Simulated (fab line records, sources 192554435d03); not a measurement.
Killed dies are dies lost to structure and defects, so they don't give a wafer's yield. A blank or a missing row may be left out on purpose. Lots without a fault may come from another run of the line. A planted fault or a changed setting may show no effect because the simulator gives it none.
A struck lot beside a sound one | flow n5_finfet | 16 steps out of a route of 1938
Sound: wafers L699.4, L699.5, L699.6. Struck: wafer L711.6. (L711.3 of the same lot was not struck and is left out.) The cause comes at the end.
At each step with rows: each side's tool, then ch and its chambers, then its first start. Under that, the readings that differ: sound wafers | struck wafers | difference of the means | sigmas: that difference in standard deviations of wafers without a fault.
alike: readings whose means differ by less than 2 such deviations, and words and numbers that are the same on both sides. not compared: withheld readings, readings that some wafer has no value for, bounds like >300 that may hide the same value, and numbers for which the record gives no deviation and whose values overlap.
The two part at a step that has a row with sigmas, a row that says differs or no value, or rows on one side only. Numbers that don't overlap but have no deviation are shown without sigmas and don't part them. A reading that every wafer of one side lacks parts them only if that side has two wafers or more.

N5_BEOL_M2_CMP_52: polishes, stops on SiOC, t overpolish 6.8 s, target thk 40 nm.
  sound on cmp-03 ch 0,2,3, day 7 02:26; struck on cmp-01 ch 0, day 10 08:47
  reading             | sound       | struck | difference | sigmas
  motor_current_A (A) | 5.3 7.3 7.0 | 5.0    | -1.5       | -2
  alike: barrier_field_endpoint_s, head_pressure_psi, overpolish_run_s, retaining_ring_pressure_frac, time_to_endpoint_s
N5_BEOL_M2_THK_MEAS_53: measures by xrf.
  sound on film_metro-01, day 7 02:39; struck on film_metro-02, day 10 09:01
  reading     | sound          | struck | difference | sigmas
  M2_THK (nm) | 40.4 40.6 38.4 | 35.8   | -4.0       | -3
N5_BEOL_M2_PRE_CLEAN_60: time 15 s.
  sound on cvd_co-02 ch 0,1,2, day 7 02:43; struck on cvd_co-01 ch 0, day 10 09:03
  alike: heater_power_w
  not compared: susceptor_temp_C
N5_BEOL_M2_CO_CAP_55: material Co, precursor CCTBA/H2, target thk 2 nm, time 102.1 s.
  sound on cvd_co-02 ch 0,1,2, day 7 02:46; struck on cvd_co-01 ch 0, day 10 09:05
  alike: heater_power_w, susceptor_temp_C
then, 2 steps without rows for these wafers: N5_BEOL_M2_PRE_CLEAN_56 (time 15 s); N5_BEOL_M2_DEP_57 (deposits SiCN from 3MS/NH3, target thk 8 nm, time 14 s).
N5_BEOL_M2_RS_MEAS_58: measures by four-point-probe.
  sound on film_metro-02, day 7 02:55; struck on film_metro-02, day 10 09:18
  reading        | sound          | struck | difference | sigmas
  M2_RS (ohm/sq) | 0.64 0.63 0.69 | 0.75   | +0.10      | +3
N5_BEOL_M2_INSPECT_59: inspects for defects (darkfield).
  sound on defect_inspect-01, day 7 02:56; struck on defect_inspect-02, day 10 09:20
  alike: raw_defect_count
then, 1 step without rows for these wafers: N5_BEOL_M3_ILD_DEP_00 (deposits SiOC from DEMS/O2, target thk 79 nm, time 15.3 s).
N5_BEOL_M3_THK_MEAS_01:
  sound on film_metro-01, day 7 03:04; struck on film_metro-01, day 10 09:26
  alike: M3_ILD_THK
N5_BEOL_M3_PECVD_72: deposits SiO2 from TEOS/O2, target thk 16 nm, time 18 s.
  sound on pecvd-03 ch 0,1,2, day 7 03:07; struck on pecvd-04 ch 2, day 10 09:28
  reading                | sound          | struck | difference | sigmas
  throttle_valve_pct (%) | 22.3 23.4 21.7 | 20.1   | -2.4       | -2
  alike: heater_power_w, showerhead_plenum_p_Torr, susceptor_temp_C
N5_BEOL_M3_HM_DEP_02: deposits TiN, target thk 20 nm.
  sound on pvd_sputter-01, day 7 03:25; struck on pvd_sputter-02, day 10 09:35
  alike: susceptor_temp_C, throttle_valve_pct
N5_BEOL_M3_COAT_61: time 60 s, resist thk 60 nm.
  sound on litho_track-05 ch 0, day 7 03:32; struck on litho_track-05 ch 0, day 10 09:43
  reading                  | sound             | struck | difference | sigmas
  heater_power_total_W (W) | 498.7 501.9 499.9 | 609.0  | +108.8     | +60
  run_length_s (s)         | 66.45 66.59 66.49 | 50.26  | -16.25     | -90
  alike: chill_plate_temp_C
then, 1 step without rows for these wafers: N5_BEOL_M3_COAT_62 (time 60 s, resist thk 12 nm).
N5_BEOL_M4_RC_MEAS_101:
  sound on prober-01 ch 0, day 8 01:59; struck on prober-01 ch 0, day 11 01:11
  reading        | sound          | struck | difference | sigmas
  IOFF_P (nA/um) | 0.16 0.18 0.19 | 0.25   | +0.07      | +2
  ION_P (uA/um)  | 450 452 462    | 473    | +18        | +3
  VT_N (mV)      | 257 252 249    | 246    | -7         | -2
  alike: DIBL_N, DIBL_P, IOFF_N, ION_N, SS_N, SS_P, VT_P
-- the record jumps here: 5 days lie between the struck wafers' starts before and after (it left off in module BEOL_M4 and takes up again in module PASSIVATION, whose first step shown is number 1936 of the route) --
N5_PASSIVATION_PROBE_49:
  sound on prober-01, day 12 08:16; struck on prober-02, day 16 01:33
  alike: defect_limited_yield, killed_at_M0_to_M3, killed_at_M4_up, killed_at_contacts, killed_at_front_end, killed_at_other, killed_dies, killed_open, killed_short, sort_bin_5_function, sort_bin_6_memory, sort_bin_8_speed, sort_n_pass, sort_yield_pct

WHERE THEY PART
First at N5_BEOL_M2_CMP_52; last, within this record, at N5_BEOL_M4_RC_MEAS_101. Later steps at which nothing parts them and some readings are alike: N5_PASSIVATION_PROBE_49.

WHY: what the simulator had put in
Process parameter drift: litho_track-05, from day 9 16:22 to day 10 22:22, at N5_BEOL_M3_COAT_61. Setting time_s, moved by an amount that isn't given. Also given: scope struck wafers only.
